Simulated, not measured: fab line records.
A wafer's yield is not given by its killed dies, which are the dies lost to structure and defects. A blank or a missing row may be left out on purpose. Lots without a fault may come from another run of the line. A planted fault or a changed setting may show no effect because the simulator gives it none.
Matching of chambers + flow nand_harc + NHARC_P_GATE_DESCUM_31 on rie_diel-01: 4 sister chambers
The step chemistry O2, time 3 s. 18 wafers are shown with their chamber, then 9 later ones without.

== WAFERS WITH THEIR CHAMBER ==
| wafer  | chamber | showerhead_plenum_p_Torr (Torr) | drypump_motor_current_A (A) | throttle_valve_pct (%) |
|--------|---------|---------------------------------|-----------------------------|------------------------|
| L076.3 | 3       | 1.88                            | 6.4                         | 11.314                 |
| L076.4 | 1       | 1.80                            | 5.4                         | 11.315                 |
| L076.5 | 0       | 1.91                            | 6.7                         | 11.306                 |
| L077.2 | 2       | 1.94                            | 5.9                         | 11.317                 |
| L077.3 | 3       | 1.88                            | 6.4                         | 11.306                 |
| L077.5 | 1       | 1.80                            | 5.4                         | 11.310                 |
| L082.3 | 3       | 1.88                            | 6.4                         | 11.314                 |
| L082.4 | 2       | 1.94                            | 5.9                         | 11.302                 |
| L082.5 | 2       | 1.94                            | 5.9                         | 11.316                 |
| L086.3 | 0       | 1.91                            | 6.7                         | 11.301                 |
| L086.4 | 3       | 1.88                            | 6.4                         | 11.307                 |
| L086.6 | 1       | 1.79                            | 5.4                         | 11.327                 |
| L087.2 | 1       | 1.79                            | 5.4                         | 11.292                 |
| L087.5 | 3       | 1.88                            | 6.5                         | 11.315                 |
| L087.6 | 2       | 1.94                            | 5.9                         | 11.309                 |
| L091.2 | 3       | 1.88                            | 6.5                         | 11.299                 |
| L091.3 | 1       | 1.79                            | 5.4                         | 11.337                 |
| L091.6 | 0       | 1.91                            | 6.6                         | 11.302                 |

SIGNATURES (averages over the wafers above)
| reading                  | chamber 0 | chamber 1 | chamber 2 | chamber 3 | scatter within a chamber |
|--------------------------|-----------|-----------|-----------|-----------|--------------------------|
| showerhead_plenum_p_Torr | 1.9100    | 1.7940    | 1.9400    | 1.8800    | 0.00293                  |
| drypump_motor_current_A  | 6.667     | 5.400     | 5.900     | 6.433     | 0.0378                   |
| throttle_valve_pct       | 11.30300  | 11.31620  | 11.31100  | 11.30917  | 0.0105                   |
Rule: distance of a wafer from a chamber = root of the sum over the readings of ((wafer's reading minus chamber's mean) / reading's scatter) squared. If the next closest chamber is less than 2 further off than the closest, the wafer can't be placed; otherwise it belongs to the closest. The scatter: the root of (the sum of the squares of (reading less its chamber's mean) over the shown wafers, divided by (wafers less chambers)).

== WAFERS WITH NO CHAMBER GIVEN ==
| wafer  | showerhead_plenum_p_Torr (Torr) | drypump_motor_current_A (A) | throttle_valve_pct (%) |
|--------|---------------------------------|-----------------------------|------------------------|
| L092.1 | 1.88                            | 6.4                         | 11.304                 |
| L092.3 | 1.91                            | 6.7                         | 11.315                 |
| L092.6 | 1.79                            | 5.4                         | 11.310                 |
| L094.1 | 1.79                            | 5.4                         | 11.313                 |
| L094.2 | 1.91                            | 6.7                         | 11.321                 |
| L094.5 | 1.91                            | 6.7                         | 11.302                 |
| L097.3 | 1.88                            | 6.5                         | 11.309                 |
| L097.4 | 1.94                            | 5.9                         | 11.305                 |
| L097.6 | 1.88                            | 6.5                         | 11.297                 |

== THE CHAMBER EACH PASSED THROUGH ==
| wafer  | from the rows above | in truth |
|--------|---------------------|----------|
| L092.1 | 3                   | 3        |
| L092.3 | 0                   | 0        |
| L092.6 | 1                   | 1        |
| L094.1 | 1                   | 1        |
| L094.2 | 0                   | 0        |
| L094.5 | 0                   | 0        |
| L097.3 | 3                   | 3        |
| L097.4 | 2                   | 2        |
| L097.6 | 3                   | 3        |
9 of 9 placed correctly. Number that these rows cannot place: 0. Placed wrongly: 0.
